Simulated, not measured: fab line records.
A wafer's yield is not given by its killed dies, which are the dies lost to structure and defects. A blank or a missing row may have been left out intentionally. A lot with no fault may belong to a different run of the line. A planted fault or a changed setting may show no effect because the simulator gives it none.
Chamber matching ; flow nand_harc ; NHARC_P_ZERO_WELL_ETCH_65 on rie_diel-04: 4 sister chambers
The step etches the open film in N2/H2, target depth 80 nm, overetch 24 nm, time 87.88 s. 4 wafers are shown with their chamber, then 9 later ones without.

== WAFERS, EACH WITH ITS CHAMBER ==
wafer;chamber;drypump_motor_current_A (A)
L081.1;2;6.4
L084.5;3;5.2
L089.2;0;5.4
L089.5;1;5.2

== WAFERS WHOSE CHAMBER IS MISSING ==
wafer;drypump_motor_current_A (A)
L092.1;6.5
L092.2;5.4
L092.4;5.2
L094.1;6.4
L094.3;5.4
L094.4;5.2
L097.1;5.4
L097.3;5.2
L097.5;6.5

== WHICH CHAMBER EACH WENT THROUGH ==
wafer;from the rows above;in truth
L092.1;2;2
L092.2;0;0
L092.4;can't be placed: 1 or 3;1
L094.1;2;2
L094.3;0;0
L094.4;can't be placed: 1 or 3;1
L097.1;0;0
L097.3;can't be placed: 1 or 3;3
L097.5;2;2
Placed correctly: 6 of 9. From these rows, 3 cannot be placed; in 3 the true chamber is one of the candidates. Number placed wrongly: 0.
How it was worked out, from the rows above alone: a wafer's distance from a chamber is the root of the sum, over the readings, of the square of ((its reading less the chamber's mean) divided by the reading's scatter). If the next closest chamber is less than 2 further off than the closest, the wafer can't be placed; otherwise it belongs to the closest. The mean given for a chamber averages the wafers shown for that chamber. The scatter: with one shown wafer a chamber, the root of the mean of the squares of how far each hidden wafer lies from its nearest shown one.
